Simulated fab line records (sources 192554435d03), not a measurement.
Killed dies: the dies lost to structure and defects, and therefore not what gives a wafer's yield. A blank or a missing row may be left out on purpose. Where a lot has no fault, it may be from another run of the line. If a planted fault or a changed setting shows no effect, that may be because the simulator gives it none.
Which tool is to blame?	flow n5Finfet	Sampling: 12 lots, 36 wafers, 2 of 1938 route steps

== WHAT THE GAUGES SHOWED, per wafer ==
N5_BEOL_M6_INSPECT_58: inspects for defects (darkfield).
lot	measured	on	rawDefectCount
L075	day 9 00:49	defectInspect-01	54 94 80
L078	day 9 11:54	defectInspect-01	68 63 54
L080	day 10 03:19	defectInspect-01	56 34 39
L082	day 10 12:12	defectInspect-02	58 51 38
L084	day 11 10:20	defectInspect-02	36 67 63
L086	day 12 02:52	defectInspect-02	64 48 51
L090	day 12 15:08	defectInspect-02	50 43 71
L088	day 12 16:48	defectInspect-02	69 60 57
L092	day 13 13:12	defectInspect-01	61 79 57
L094	day 14 17:13	defectInspect-02	52 58 49
L095	day 14 20:26	defectInspect-02	42 41 83
L096	day 16 06:56	defectInspect-01	75 64 94

== WHICH TOOL RAN EACH LOT (tool, then ch and the chambers of the sampled wafers, then the start) ==
lot	N5_BEOL_M6_PRE_CLEAN_45
L075	pvdSputter-03, day 8 23:10
L078	pvdSputter-03, day 9 10:05
L080	pvdSputter-02, day 10 01:13
L082	pvdSputter-03, day 10 10:20
L084	pvdSputter-03, day 11 08:35
L086	pvdSputter-03, day 12 00:50
L090	pvdSputter-02, day 12 13:09
L088	pvdSputter-01, day 12 14:25
L092	pvdSputter-03, day 13 11:29
L094	pvdSputter-03, day 14 13:26
L095	pvdSputter-02, day 14 17:05
L096	pvdSputter-02, day 16 04:09
- N5_BEOL_M6_PRE_CLEAN_45: time 30 s.

== THE ANSWER, worked out from the rows above alone ==
Rule: what is usual is taken from the lots themselves. Put in order of their means at a reading, lots are off if they are a third of the lots or fewer, leave a main group of 4 or more, and stand apart from it by a gap of 3 or more times the standard deviation of the main group's means; of several such gaps the widest counts. The tables above print the reading to a certain number of digits; a main group whose means all agree to those digits is not used. A lot without any number at a reading at which 4 lots or more have one is off too. Any other lot the step has rows for is counted as sound.
None of the lots is off at any reading shown; this tells nothing.

== WHAT THE SIMULATOR HAD PUT IN ==
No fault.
